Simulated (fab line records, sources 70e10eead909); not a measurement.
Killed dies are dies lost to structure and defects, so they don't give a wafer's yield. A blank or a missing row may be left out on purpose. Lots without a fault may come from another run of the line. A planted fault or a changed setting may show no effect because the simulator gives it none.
Which tool did it? | flow nand_harc | 14 lots, 42 wafers sampled, at 5 steps of a route of 1159

WHAT THE GAUGES READ, wafer by wafer
NHARC_A_START_INSPECT_01.
lot  | measured     | on                | raw_defect_count
L598 | day 6 12:22  | defect_inspect-01 | 4 6 5
L597 | day 6 18:25  | defect_inspect-01 | 3 6 4
L599 | day 7 05:35  | defect_inspect-01 | 6 4 1
L601 | day 7 10:58  | defect_inspect-02 | 7 2 2
L604 | day 8 08:59  | defect_inspect-01 | 6 3 4
L605 | day 8 12:48  | defect_inspect-02 | 6 3 6
L606 | day 8 20:55  | defect_inspect-01 | 4 1 4
L607 | day 9 02:42  | defect_inspect-01 | 2 0 4
L612 | day 10 04:19 | defect_inspect-02 | 1 3 6
L613 | day 10 05:47 | defect_inspect-02 | 4 3 6
L614 | day 11 03:10 | defect_inspect-02 | 3 3 1
L617 | day 11 12:07 | defect_inspect-01 | 3 4 4
L618 | day 11 19:50 | defect_inspect-02 | 3 2 8
L620 | day 11 22:34 | defect_inspect-01 | 1 4 4

NHARC_A_ONON_D1_THK_MEAS_02: measures by ellipsometry.
lot  | measured     | on            | thk_nm (nm)
L598 | day 7 14:20  | film_metro-01 | 1021 1020 1019
L597 | day 7 18:01  | film_metro-01 | 1008 1010 1007
L599 | day 8 04:24  | film_metro-02 | 988 989 985
L601 | day 8 10:17  | film_metro-01 | 1006 1006 1005
L604 | day 9 08:55  | film_metro-01 | 970 971 972
L605 | day 9 12:28  | film_metro-01 | 1012 1014 1060
L606 | day 9 20:17  | film_metro-01 | 992 991 1037
L607 | day 10 02:47 | film_metro-02 | 990 1039 1037
L612 | day 11 03:41 | film_metro-02 | 976 976 975
L613 | day 11 03:40 | film_metro-02 | 1007 1005 1006
L614 | day 12 02:46 | film_metro-01 | 984 982 984
L617 | day 12 12:30 | film_metro-02 | 1015 1014 1015
L618 | day 12 19:17 | film_metro-02 | 1002 1004 1003
L620 | day 12 19:19 | film_metro-01 | 1005 1005 1006

NHARC_END_SORT_01.
lot  | measured     | on        | killed_at_array | killed_at_other | killed_at_periphery | killed_dies | killed_open | killed_short
L605 | day 21 14:51 | prober-01 | 19 12 641       | 3 0 1           | 4 4 2               | 26 16 644   | 6 5 2       | 4 2 1
L606 | day 21 14:04 | prober-02 | 32 27 643       | 2 1 2           | 2 4 1               | 36 32 646   | 3 1 5       | 1 3 1
L607 | day 22 07:11 | prober-01 | 11 627 638      | 3 4 0           | 4 5 6               | 18 636 644  | 2 3 7       | 2 3 2

WHICH TOOL RAN EACH LOT (tool, then ch and the chambers of the sampled wafers, then the start)
lot  | NHARC_A_ZERO_WELL_DESCUM_12        | NHARC_A_ONON_D1_DEP_00
L598 | rie_diel-04 ch 1,3, day 6 13:23    | pecvd_onon-01 ch 0, day 7 13:50
L597 | rie_diel-07 ch 0,1,3, day 6 19:25  | pecvd_onon-04 ch 0, day 7 17:30
L599 | rie_diel-02 ch 0,1, day 7 06:37    | pecvd_onon-01 ch 0, day 8 04:00
L601 | rie_diel-04 ch 0,2,3, day 7 11:51  | pecvd_onon-03 ch 0, day 8 09:45
L604 | rie_diel-07 ch 1,2,3, day 8 09:58  | pecvd_onon-04 ch 0, day 9 08:25
L605 | rie_diel-02 ch 0,1,2, day 8 13:48  | pecvd_onon-04 ch 0, day 9 12:01
L606 | rie_diel-04 ch 1,2,3, day 8 21:55  | pecvd_onon-04 ch 0, day 9 19:46
L607 | rie_diel-02 ch 0,3, day 9 03:43    | pecvd_onon-04 ch 0, day 10 02:20
L612 | rie_diel-04 ch 0,2,3, day 10 05:19 | pecvd_onon-03 ch 0, day 11 03:14
L613 | rie_diel-07 ch 0,2,3, day 10 06:40 | pecvd_onon-01 ch 0, day 11 03:16
L614 | rie_diel-02 ch 0,2, day 11 04:04   | pecvd_onon-03 ch 0, day 12 02:23
L617 | rie_diel-02 ch 0,2, day 11 13:07   | pecvd_onon-04 ch 0, day 12 12:06
L618 | rie_diel-02 ch 2,3, day 11 20:44   | pecvd_onon-04 ch 0, day 12 18:46
L620 | rie_diel-07 ch 1,2,3, day 11 23:34 | pecvd_onon-03 ch 0, day 12 18:48
- NHARC_A_ZERO_WELL_DESCUM_12: chemistry O2, time 3 s.
- NHARC_A_ONON_D1_DEP_00: target thk 1000 nm.

WHAT THE TOOLS THEMSELVES READ (means of the sampled wafers that have a number; where no wafer has one, the mark that the record gives instead)
NHARC_A_ZERO_WELL_DESCUM_12.
lot  | tool        | drypump_motor_current_A (A) | oes_product_au (a.u.) | rf_vpp_V (V) | showerhead_plenum_p_Torr (Torr) | throttle_valve_pct (%)
L598 | rie_diel-04 | 5.7                         | 0.998                 | 57.9         | 1.83                            | 11.307
L597 | rie_diel-07 | 5.3                         | 0.988                 | 57.5         | 1.91                            | 11.309
L599 | rie_diel-02 | 6.1                         | 1.000                 | 57.5         | 1.91                            | 11.308
L601 | rie_diel-04 | 5.8                         | 0.997                 | 58.3         | 1.90                            | 11.309
L604 | rie_diel-07 | 5.6                         | 0.990                 | 58.3         | 1.95                            | 11.312
L605 | rie_diel-02 | 5.9                         | 0.997                 | 57.6         | 1.92                            | 11.304
L606 | rie_diel-04 | 5.7                         | 0.996                 | 57.9         | 1.90                            | 11.300
L607 | rie_diel-02 | 5.8                         | 0.999                 | 58.2         | 1.97                            | 11.313
L612 | rie_diel-04 | 5.7                         | 0.996                 | 58.0         | 1.89                            | 11.312
L613 | rie_diel-07 | 5.8                         | 0.994                 | 59.1         | 1.99                            | 11.313
L614 | rie_diel-02 | 5.5                         | 0.999                 | 57.4         | 1.88                            | 11.312
L617 | rie_diel-02 | 5.5                         | 0.998                 | 57.7         | 1.88                            | 11.308
L618 | rie_diel-02 | 5.9                         | 0.999                 | 57.9         | 2.00                            | 11.302
L620 | rie_diel-07 | 5.6                         | 1.004                 | 58.0         | 1.95                            | 11.318

THE ANSWER, worked out from the rows above alone
Rule: what is usual is taken from the lots themselves. Put in order of their means at a reading, lots are off if they are a third of the lots or fewer, leave a main group of 4 or more, and stand apart from it by a gap of 3 or more times the standard deviation of the main group's means; of several such gaps the widest counts. A main group whose means are all the same, to the digits that the tables above print for the reading, isn't used. A lot without any number at a reading at which 4 lots or more have one is off too. The other lots that the step has rows for count as sound. The gauges are gone through in route order, then the tools' own readings, and for those a lot's mean is taken as printed above. The first step at which some lot is off is used, and at that step the reading that is off furthest; a lot without a number counts as furthest.
No lot is off at any reading shown: from this, nothing can be told.

WHAT THE SIMULATOR HAD PUT IN
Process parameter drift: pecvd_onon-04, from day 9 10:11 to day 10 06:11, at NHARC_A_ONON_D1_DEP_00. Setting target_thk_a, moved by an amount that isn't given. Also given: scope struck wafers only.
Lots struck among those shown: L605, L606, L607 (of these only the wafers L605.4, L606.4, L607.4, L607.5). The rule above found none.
